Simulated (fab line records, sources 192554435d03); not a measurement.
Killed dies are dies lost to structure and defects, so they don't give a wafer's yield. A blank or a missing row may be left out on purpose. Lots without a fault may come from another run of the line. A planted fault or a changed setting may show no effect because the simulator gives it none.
fab line records | flow n5_finfet
record lots=10 wafers=30 last_day=18
route steps=1938 shown BEOL_M3@991 BEOL_M4@1111 PASSIVATION@1936
lots that met no fault: from a run of the same line without faults
start_h: hours from the record's first day to the start of the lot's first wafer shown | wait_h: hours since the lot's step before | " the same as in the row above | L1.1+2: a row that stands for several wafers | - no value, or no start given | * or withheld: withheld | < > ~ a bound
route shown NAME@n: a module of which the file shows steps, and the number in the route of the first | usual: mean/standard deviation of fault-free wafers | same: alike in all rows | chamber/n: place in a boat | sites: the reading at each site | _std_site: their standard deviation | _edge_site: outer sites' mean less inner sites' | radius_mm: how far each site lies from the wafer's centre | mask NAME#n: copy n | behind: the tool/chamber that last shaped the wafer | hold: why the lot was held/for how many hours/how that ended | device: the transistor (n, p or np) that didn't switch | end of line: the same wafers' tests at the end of the route | a step without rows: its recipe alone | killed: dies lost to structure and defects at the first sort, not the wafer's yield | map: a wafer's dies, x killed, . not, _ none there
set.NAME: the setting as run; set.NAME@STEP: as run at that earlier step | model.NAME: the simulator's own value behind a step, which no gauge read
steps of the route over a sample of lots; a table a step, a row a wafer
services: from which hour (start_h, from the record's first day; less than 0 if before it) a tool's chamber was out of use, for how many hours, and why
## steps
# step N5_BEOL_M3_ALD_84
# recipe material=TaN target_thk_a=* temp_c=275 ald_precursor_family=PDMAT ald_co_reactant=NH3 pressure_torr=3 carrier_flow_sccm=1500 pulse_time_s=2 purge_time_s=3 co_reactant_purge_time_s=2 co_reactant_pulse_time_s=3 ald_cycles=30 precursor_vessel_temp_c=75 precursor_vessel_pressure_torr=26.25 precursor_vessel_carrier_sccm=1000
# usual heater_power_w=418/37
# same co_reactant_pulse_time_s=3
# columns lot.wafer tool chamber start_h wait_h heater_power_w
L231.1 ald_metal-01 3 165.27 0.0 402
L231.4 " 0 " " 454
L231.6 " 2 " " 455
L234.1 ald_metal-01 3 199.43 0.0 393
L234.2 " 0 " " 453
L234.4 " 1 " " 429
L237.1 ald_metal-02 1 202.26 0.0 436
L237.2 " 3 " " 421
L237.6 " 1 " " 419
L238.3 ald_metal-03 0 206.87 0.1 403
L238.5 " 3 " " 475
L238.6 " 2 " " 473
L242.1 ald_metal-01 3 244.07 0.1 389
L242.4 " 0 " " 455
L242.5 " 0 " " 470
L245.2 ald_metal-02 3 258.92 0.1 422
L245.3 " 2 " " 386
L245.6 " 0 " " 376
L246.2 ald_metal-03 1 265.84 0.0 350
L246.3 " 2 " " 479
L246.4 " 3 " " 465
L248.1 ald_metal-02 3 271.57 0.1 415
L248.2 " 2 " " 388
L248.4 " 1 " " 424
L249.2 ald_metal-01 2 276.07 0.0 432
L249.3 " 0 " " 463
L249.4 " 3 " " 388
L251.1 ald_metal-03 2 300.85 0.0 450
L251.4 " 3 " " 479
L251.5 " 0 " " 402
# step N5_BEOL_M3_SPUTTER_79
# recipe material=Cu target_thk_a=45 temp_c=-20 chamber_pressure_pa=0.07 power_w=withheld time_s=8.29
# usual chamber_pressure_pa=0.06999/0.00014 chuck_gas_flow_sccm=1.27/0.06 substrate_temp_c=-20.00/0.11 throttle_valve_pct=29.4/1.2
# columns lot.wafer tool chamber start_h wait_h chamber_pressure_pa chuck_gas_flow_sccm substrate_temp_c throttle_valve_pct
L231.1 pvd_sputter-03 - 165.96 0.1 0.0699 1.31 -20.19 28.5
L231.4 " - " " 0.07018 1.13 -19.88 28.7
L231.6 " - " " 0.06981 1.26 -19.90 31.1
L234.1 pvd_sputter-03 - 200.21 0.1 - - - -
L234.2 " - " " - - - -
L234.4 " - " " - - - -
L237.1 pvd_sputter-03 - 202.94 0.1 - - - -
L237.2 " - " " - - - -
L237.6 " - " " - - - -
L238.3 pvd_sputter-02 - 207.71 0.1 - - - -
L238.5 " - " " - - - -
L238.6 " - " " - - - -
L242.1 pvd_sputter-03 - 245.06 0.1 0.06982 1.39 -20.11 28.6
L242.4 " - " " 0.0699 1.26 -19.95 30.9
L242.5 " - " " 0.07018 1.33 -19.94 28.7
L245.2 pvd_sputter-03 - 260.69 0.1 0.06998 1.33 -19.82 28.7
L245.3 " - " " 0.06988 1.31 -19.90 28.8
L245.6 " - " " 0.07008 1.20 -20.05 29.1
L246.2 pvd_sputter-03 - 268.06 0.1 0.07 1.18 -19.94 31.0
L246.3 " - " " 0.0701 1.33 -20.23 28.8
L246.4 " - " " 0.07014 1.22 -20.02 28.8
L248.1 pvd_sputter-02 - 272.43 0.1 0.06984 1.36 -19.95 30.1
L248.2 " - " " 0.06994 1.18 -19.97 30.2
L248.4 " - " " 0.06977 1.26 -19.90 29.5
L249.2 pvd_sputter-03 - 276.97 0.1 0.07013 1.41 -20.06 28.7
L249.3 " - " " 0.07009 1.22 -20.00 28.6
L249.4 " - " " 0.06998 1.32 -19.87 30.9
L251.1 pvd_sputter-02 - 301.59 0.1 0.06987 1.25 -20.02 29.9
L251.4 " - " " 0.06985 1.36 -19.95 31.1
L251.5 " - " " 0.06993 1.34 -20.12 29.2
# step N5_BEOL_M3_ANNEAL_87
# recipe temp_c=400 time_s=240 ambient=vacuum
# usual heater_power_w=836/65
# columns lot.wafer tool chamber start_h wait_h heater_power_w
L231.1 pvd_sputter-03 - 166.48 0.0 794
L231.4 " - " " 767
L231.6 " - " " 970
L234.1 pvd_sputter-03 - 200.73 0.0 866
L234.2 " - " " 760
L234.4 " - " " 800
L237.1 pvd_sputter-03 - 203.46 0.0 864
L237.2 " - " " 796
L237.6 " - " " 803
L238.3 pvd_sputter-02 - 208.23 0.0 813
L238.5 " - " " 750
L238.6 " - " " 875
L242.1 pvd_sputter-03 - 245.58 0.0 814
L242.4 " - " " 986
L242.5 " - " " 807
L245.2 pvd_sputter-03 - 261.21 0.0 822
L245.3 " - " " 875
L245.6 " - " " 838
L246.2 pvd_sputter-03 - 268.58 0.0 966
L246.3 " - " " 780
L246.4 " - " " 868
L248.1 pvd_sputter-02 - 272.95 0.0 789
L248.2 " - " " 815
L248.4 " - " " 882
L249.2 pvd_sputter-03 - 277.49 0.0 756
L249.3 " - " " 881
L249.4 " - " " 957
L251.1 pvd_sputter-02 - 302.11 0.0 825
L251.4 " - " " 763
L251.5 " - " " 884
# step N5_BEOL_M3_SPUTTER_88
# recipe material=Cu target_thk_a=45 temp_c=-20 chamber_pressure_pa=0.07 power_w=withheld time_s=8.29
# usual chamber_pressure_pa=0.07/0.00013 chuck_gas_flow_sccm=1.26/0.053 substrate_temp_c=-20.00/0.1 throttle_valve_pct=29.4/1.2
# columns lot.wafer tool chamber start_h wait_h chamber_pressure_pa chuck_gas_flow_sccm substrate_temp_c throttle_valve_pct
L231.1 pvd_sputter-03 - 166.62 0.1 0.07007 1.29 -20.04 28.8
L231.4 " - " " 0.07017 1.37 -20.02 28.8
L231.6 " - " " 0.06993 1.19 -20.00 30.8
L234.1 pvd_sputter-03 - 200.87 0.1 0.06993 1.32 -20.15 28.5
L234.2 " - " " 0.07003 1.26 -20.05 28.5
L234.4 " - " " 0.06995 1.32 -20.08 28.7
L237.1 pvd_sputter-03 - 203.60 0.1 0.07018 1.20 -20.00 28.8
L237.2 " - " " 0.06988 1.29 -19.93 28.8
L237.6 " - " " 0.06995 1.33 -20.17 28.6
L238.3 pvd_sputter-02 - 208.37 0.1 0.06998 1.21 -20.08 30.2
L238.5 " - " " 0.06999 1.23 -19.99 31.1
L238.6 " - " " 0.07002 1.22 -19.86 29.5
L242.1 pvd_sputter-03 - 245.72 0.1 0.06979 1.26 -20.08 28.4
L242.4 " - " " 0.06984 1.18 -20.05 30.8
L242.5 " - " " 0.07007 1.27 -20.12 28.4
L245.2 pvd_sputter-03 - 261.35 0.1 0.06969 1.27 -20.06 28.4
L245.3 " - " " 0.07012 1.33 -19.86 29.0
L245.6 " - " " 0.06997 1.29 -19.77 28.9
L246.2 pvd_sputter-03 - 268.72 0.1 0.07002 1.21 -20.12 31.0
L246.3 " - " " 0.07011 1.31 -20.07 28.7
L246.4 " - " " 0.07014 1.29 -19.92 28.8
L248.1 pvd_sputter-02 - 273.09 0.1 0.06986 1.26 -20.03 30.3
L248.2 " - " " 0.06998 1.19 -19.99 30.3
L248.4 " - " " 0.07002 1.20 -19.93 29.3
L249.2 pvd_sputter-03 - 277.63 0.1 0.0702 1.19 -20.12 28.8
L249.3 " - " " 0.06995 1.22 -20.14 28.5
L249.4 " - " " 0.06986 1.19 -19.97 31.1
L251.1 pvd_sputter-02 - 302.25 0.1 0.06995 1.22 -20.18 30.3
L251.4 " - " " 0.07014 1.25 -20.07 31.2
L251.5 " - " " 0.07005 1.28 -19.94 29.0
# step N5_BEOL_M4_RC_MEAS_101
# usual DIBL_N=35.8/1.8 DIBL_P=35.9/2.2 IOFF_N=0.16/0.035 IOFF_P=0.21/0.04 ION_N=672/11 ION_P=461/7.4 SS_N=71.4/0.64 SS_P=73.2/0.67 VT_N=250/3.5 VT_P=-251/3.4
# columns lot.wafer tool chamber start_h wait_h DIBL_N[mV/V] DIBL_P[mV/V] IOFF_N[nA/um] IOFF_P[nA/um] ION_N[uA/um] ION_P[uA/um] SS_N[mV/dec] SS_P[mV/dec] VT_N[mV] VT_P[mV]
L231.1 prober-02 0 183.44 0.0 36.6 36.8 0.18 0.25 683 471 72.0 73.6 245 -246
L231.4 " 0 " " 32.9 32.4 0.12 0.18 659 458 70.8 72.4 255 -251
L231.6 " 0 " " 34.7 33.6 0.14 0.18 665 454 71.4 72.8 249 -250
L234.1 prober-01 0 216.83 0.0 38.6 40.7 0.21 0.24 691 467 72.3 73.7 247 -250
L234.2 " 0 " " 36.7 37.9 0.17 0.19 683 459 72.1 72.5 249 -251
L234.4 " 0 " " 35.0 36.7 0.13 0.17 665 451 71.1 72.8 254 -255
L237.1 prober-01 0 218.52 0.0 37.6 38.2 0.20 0.24 682 460 72.5 74.0 248 -248
L237.2 " 0 " " 34.9 34.9 0.14 0.19 667 458 71.6 72.9 252 -252
L237.6 " 0 " " 38.6 38.6 0.20 0.25 682 465 72.4 73.3 247 -247
L238.3 prober-01 0 222.42 0.3 38.0 37.8 0.20 0.24 686 463 71.9 74.3 244 -250
L238.5 " 0 " " 38.2 37.2 0.20 0.23 677 461 72.3 73.8 248 -251
L238.6 " 0 " " 36.5 35.5 0.17 0.20 687 469 71.7 74.4 249 -252
L242.1 prober-02 0 259.85 0.0 34.3 34.6 0.13 0.21 658 462 71.3 73.0 253 -249
L242.4 " 0 " " 37.1 38.2 0.19 0.28 664 464 71.2 73.7 247 -246
L242.5 " 0 " " 35.0 35.8 0.15 0.23 669 470 70.5 72.3 249 -246
L245.2 prober-01 0 273.52 0.2 37.6 37.8 0.17 0.19 671 444 72.1 73.8 251 -257
L245.3 " 0 " " 36.7 36.8 0.15 0.17 668 446 72.0 73.5 252 -256
L245.6 " 0 " " 35.9 36.1 0.14 0.17 660 448 71.8 73.5 253 -256
L246.2 prober-01 0 280.65 0.2 37.3 36.3 0.18 0.21 672 458 72.0 73.2 248 -251
L246.3 " 0 " " 37.0 35.8 0.16 0.20 682 464 70.6 73.4 249 -251
L246.4 " 0 " " 32.9 31.6 0.11 0.15 661 456 70.9 72.5 252 -256
L248.1 prober-02 0 282.56 0.0 35.1 36.4 0.15 0.23 668 461 71.7 73.3 248 -248
L248.2 " 0 " " 36.7 38.3 0.19 0.26 679 472 72.2 72.9 246 -245
L248.4 " 0 " " 34.3 35.3 0.14 0.21 669 466 71.8 72.9 252 -248
L249.2 prober-01 0 287.94 0.2 37.1 37.8 0.17 0.21 679 458 72.1 74.1 246 -251
L249.3 " 0 " " 36.5 36.8 0.15 0.20 674 468 71.4 73.9 251 -255
L249.4 " 0 " " 33.7 32.5 0.11 0.15 660 454 70.9 72.8 255 -255
L251.1 prober-02 0 311.74 0.0 34.4 33.0 0.11 0.17 659 459 70.6 72.5 255 -251
L251.4 " 0 " " 35.2 34.1 0.12 0.18 658 459 71.7 72.9 255 -253
L251.5 " 0 " " 32.4 30.8 0.09 0.14 653 453 70.3 71.6 257 -255
# step N5_PASSIVATION_PROBE_49
# usual defect_limited_yield=91.0/1.5 killed_at_M0_to_M3=34/9.1 killed_at_M4_up=14/5.7 killed_at_contacts=13/5.7 killed_at_front_end=42/12 killed_at_other=4/3.4 killed_dies=106/17 killed_open=70/13 killed_short=34/7.5 sort_bin_5_function=5.2/0.94 sort_bin_6_memory=3.4/0.69 sort_n_pass=1074/17 sort_yield_pct=91.0/1.5
# same gross_dies=1180 killed_at_back_side=0 sort_bin_4_leakage[%]=0 sort_bin_8_speed[%]=0
# columns lot.wafer tool chamber start_h wait_h defect_limited_yield[%] killed_at_M0_to_M3 killed_at_M4_up killed_at_contacts killed_at_front_end killed_at_other killed_dies killed_open killed_short sort_bin_5_function[%] sort_bin_6_memory[%] sort_n_pass sort_yield_pct[%]
L231.1 prober-01 - 294.10 0.0 91.7 32 25 7 31 3 98 74 22 4.9 3.2 1082 91.7
L231.4 prober-01 - 294.25 0.2 90.6 28 15 18 42 8 111 71 36 5.3 3.6 1069 90.6
L231.6 prober-01 - 294.35 0.3 91.9 33 5 12 42 4 96 64 32 4.8 3.1 1084 91.9
L234.1 prober-01 - 322.89 0.0 90.6 42 19 5 38 7 111 69 28 5.5 3.6 1069 90.6
L234.2 prober-01 - 322.94 0.1 91.9 25 10 7 48 6 96 52 37 4.7 3.3 1084 91.9
L234.4 prober-01 - 323.04 0.2 91.4 36 6 11 46 3 102 58 36 5.4 2.8 1078 91.4
L237.1 prober-02 - 325.77 0.0 87.5 66 8 12 59 3 148 98 45 7.3 4.7 1032 87.5
L237.2 prober-02 - 325.82 0.1 88.5 59 9 8 60 0 136 88 39 6.8 4.5 1044 88.5
L237.6 prober-02 - 326.02 0.3 88.9 57 7 5 60 2 131 89 34 6.7 3.6 1049 88.9
L238.3 prober-02 - 333.64 0.1 91.1 30 24 11 21 19 105 59 35 5.7 3.1 1075 91.1
L238.5 prober-02 - 333.74 0.2 89.5 27 32 15 42 8 124 76 38 5.6 3.9 1056 89.5
L238.6 prober-02 - 333.79 0.3 89.4 31 23 14 50 7 125 72 49 5.8 4.6 1055 89.4
L242.1 prober-02 - 359.47 0.0 93.8 25 13 3 28 4 73 45 23 3.7 2.1 1107 93.8
L242.4 prober-02 - 359.62 0.2 92.5 26 24 6 23 10 89 53 32 4.5 2.6 1091 92.5
L242.5 prober-02 - 359.67 0.2 91.5 26 22 10 32 10 100 62 36 5.0 2.9 1080 91.5
L245.2 prober-01 - 368.43 0.1 92.9 28 12 16 28 0 84 54 27 4.7 2.4 1096 92.9
L245.3 prober-01 - 368.48 0.1 89.5 29 16 19 55 5 124 80 44 5.7 4.3 1056 89.5
L245.6 prober-01 - 368.63 0.3 90.0 32 12 10 60 4 118 74 39 5.5 3.9 1062 90.0
# killed by level:class
L231.1 STI_FIN_REVEAL:geometric_particle:open=11 BEOL_M4:geometric_particle:open=9 FIN_SAQP:geometric_particle:open=6 BEOL_M3:geometric_particle:open=6 BEOL_M5:geometric_particle:open=6 BEOL_M0_SAQP:geometric_particle:short=5 MOL_CONTACT_COAG:geometric_particle:open=5 BEOL_M1:geometric_particle:open=5
L231.4 MOL_CONTACT_COAG:geometric_particle:open=15 FIN_SAQP:geometric_particle:short=10 FIN_SAQP:geometric_particle:open=10 BEOL_M1:geometric_particle:open=9 STI_FIN_REVEAL:geometric_particle:open=8 BEOL_M0_SAQP:geometric_particle:short=4 BEOL_M0:geometric_particle:open=4 BEOL_M3:geometric_particle:open=4
L231.6 BEOL_M3:geometric_particle:open=13 FIN_SAQP:geometric_particle:open=10 MOL_CONTACT_COAG:geometric_particle:open=10 FIN_SAQP:geometric_particle:short=8 DUMMY_GATE:geometric_particle:open=7 BEOL_M0_SAQP:geometric_particle:short=7 STI_FIN_REVEAL:geometric_particle:open=5 STI_FIN_REVEAL:geometric_particle:short=4
L234.1 BEOL_M3:interface_void_opened=12 BEOL_M2:geometric_particle:open=10 STI_FIN_REVEAL:geometric_particle:open=9 BEOL_M4:geometric_particle:open=8 GATE_CUT:geometric_particle:short=7 GATE_CUT:geometric_particle:open=6 BEOL_M0_SAQP:geometric_particle:short=6 DUMMY_GATE:geometric_particle:open=5
L234.2 FIN_SAQP:geometric_particle:short=8 BEOL_M2:geometric_particle:open=8 DUMMY_GATE:geometric_particle:open=7 GATE_CUT:geometric_particle:short=7 FIN_SAQP:geometric_particle:open=6 MOL_CONTACT_COAG:geometric_particle:open=5 BEOL_M1:geometric_particle:open=5 STARTING-WAFER:geometric_particle:open=5
L234.4 FIN_SAQP:geometric_particle:open=14 GATE_CUT:geometric_particle:short=8 BEOL_M2:geometric_particle:open=8 MOL_CONTACT_COAG:geometric_particle:open=7 BEOL_M3:geometric_particle:open=7 STI_FIN_REVEAL:geometric_particle:open=6 BEOL_M3:interface_void_opened=6 FIN_SAQP:geometric_particle:short=5
L237.1 BEOL_M3:geometric_particle:open=23 BEOL_M2:geometric_particle:open=18 FIN_SAQP:geometric_particle:open=14 MOL_CONTACT_COAG:geometric_particle:open=10 FIN_SAQP:geometric_particle:short=9 STI_FIN_REVEAL:geometric_particle:open=8 BEOL_M3:geometric_particle:short=7 ILD0:geometric_particle:open=6
L237.2 STI_FIN_REVEAL:geometric_particle:open=21 BEOL_M3:geometric_particle:open=17 BEOL_M2:geometric_particle:open=9 BEOL_M3:interface_void_opened=9 STI_FIN_REVEAL:geometric_particle:short=8 BEOL_M0_SAQP:geometric_particle:short=8 MOL_CONTACT_COAG:geometric_particle:open=7 FIN_SAQP:geometric_particle:open=6
L237.6 BEOL_M3:geometric_particle:open=21 STI_FIN_REVEAL:geometric_particle:open=16 FIN_SAQP:geometric_particle:open=15 BEOL_M0_SAQP:geometric_particle:open=14 FIN_SAQP:geometric_particle:short=9 BEOL_M0_SAQP:geometric_particle:short=8 BEOL_M4:geometric_particle:open=6 DUMMY_GATE:geometric_particle:open=5
L238.3 BEOL_M3:interface_void_opened=11 MOL_CONTACT_COAG:geometric_particle:open=11 BEOL_M4:geometric_particle:open=10 GATE_CUT:geometric_particle:short=7 BEOL_M0_SAQP:geometric_particle:open=6 BEOL_M3:geometric_particle:open=6 BEOL_M4:geometric_particle:short=6 MIM_TOP_ETCH:geometric_particle:open=5
L238.5 BEOL_M4:geometric_particle:open=19 MOL_CONTACT_COAG:geometric_particle:open=10 STI_FIN_REVEAL:geometric_particle:open=8 BEOL_M0_SAQP:geometric_particle:open=8 FIN_SAQP:geometric_particle:short=6 BEOL_M0_SAQP:geometric_particle:short=6 BEOL_M3:interface_void_opened=6 GATE_CUT:geometric_particle:short=5
L238.6 BEOL_M4:geometric_particle:open=15 BEOL_M3:geometric_particle:open=12 FIN_SAQP:geometric_particle:short=11 MOL_CONTACT_COAG:geometric_particle:open=11 STI_FIN_REVEAL:geometric_particle:open=10 FIN_SAQP:geometric_particle:open=8 BEOL_M0_SAQP:geometric_particle:short=7 GATE_CUT:geometric_particle:short=5
L242.1 BEOL_M0_SAQP:geometric_particle:open=8 STI_FIN_REVEAL:geometric_particle:open=7 BEOL_M1:geometric_particle:open=7 FIN_SAQP:geometric_particle:open=6 BEOL_M0_SAQP:geometric_particle:short=5 DUMMY_GATE:geometric_particle:open=4 GATE_CUT:geometric_particle:short=3 BEOL_M2:geometric_particle:open=3
L242.4 BEOL_M4:geometric_particle:open=8 BEOL_M0_SAQP:geometric_particle:short=7 BEOL_M2:geometric_particle:open=7 FIN_SAQP:geometric_particle:open=5 BEOL_M0_SAQP:geometric_particle:open=5 BEOL_M4:geometric_particle:short=5 PASS1_CAP:geometric_particle:short=5 GATE_CUT:geometric_particle:open=4
L242.5 BEOL_M5:geometric_particle:open=7 MOL_CONTACT_COAG:geometric_particle:open=7 BEOL_M0_SAQP:geometric_particle:short=7 BEOL_M0_SAQP:geometric_particle:open=5 BEOL_M1:geometric_particle:open=5 BEOL_M3:geometric_particle:open=5 BEOL_M4:geometric_particle:open=5 FIN_SAQP:geometric_particle:open=4
L245.2 MOL_CONTACT_COAG:geometric_particle:open=11 BEOL_M1:geometric_particle:open=8 GATE_CUT:geometric_particle:short=6 STI_FIN_REVEAL:geometric_particle:open=5 ILD0:geometric_particle:open=4 STARTING-WAFER:geometric_particle:open=4 MOL_CONTACT_COAG:geometric_particle:short=4 BEOL_M0_SAQP:geometric_particle:short=4
L245.3 MOL_CONTACT_COAG:geometric_particle:open=16 FIN_SAQP:geometric_particle:short=14 STI_FIN_REVEAL:geometric_particle:open=12 BEOL_M1:geometric_particle:open=11 BEOL_M3:geometric_particle:open=7 FIN_SAQP:geometric_particle:open=6 BEOL_M4:geometric_particle:open=6 DUMMY_GATE:geometric_particle:open=5
L245.6 FIN_SAQP:geometric_particle:short=12 STI_FIN_REVEAL:geometric_particle:open=9 FIN_SAQP:geometric_particle:open=8 BEOL_M1:geometric_particle:open=8 MOL_CONTACT_COAG:geometric_particle:open=8 BEOL_M3:geometric_particle:open=8 DUMMY_GATE:geometric_particle:open=6 GATE_CUT:geometric_particle:short=6
## services
# columns tool chamber start_h hours kind
ald_metal-03 - 145.70 2.8 pm
ald_metal-02 2 165.51 13.3 repair
ald_metal-02 3 190.10 6.9 repair
ald_metal-02 - 208.27 0.6 repair
ald_metal-03 - 222.29 1.4 repair
ald_metal-02 - 233.97 0.9 repair
ald_metal-02 2 281.18 43.6 repair
## key
first_sign step=N5_BEOL_M3_SPUTTER_79 reading=tool_record direction=missing
effect none on later readings
met_at N5_BEOL_M3_SPUTTER_79
struck_lots L234,L237,L238
not_acting_at N5_BEOL_M3_ALD_84,N5_BEOL_M3_ANNEAL_87,N5_BEOL_M3_SPUTTER_88
onset_between 165.96 200.21
fault kind=skipped_step_whole tool=pvd_sputter-02,pvd_sputter-03 chamber=- onset_h=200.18 steps=N5_BEOL_M3_SPUTTER_79 scope=struck_lots_only
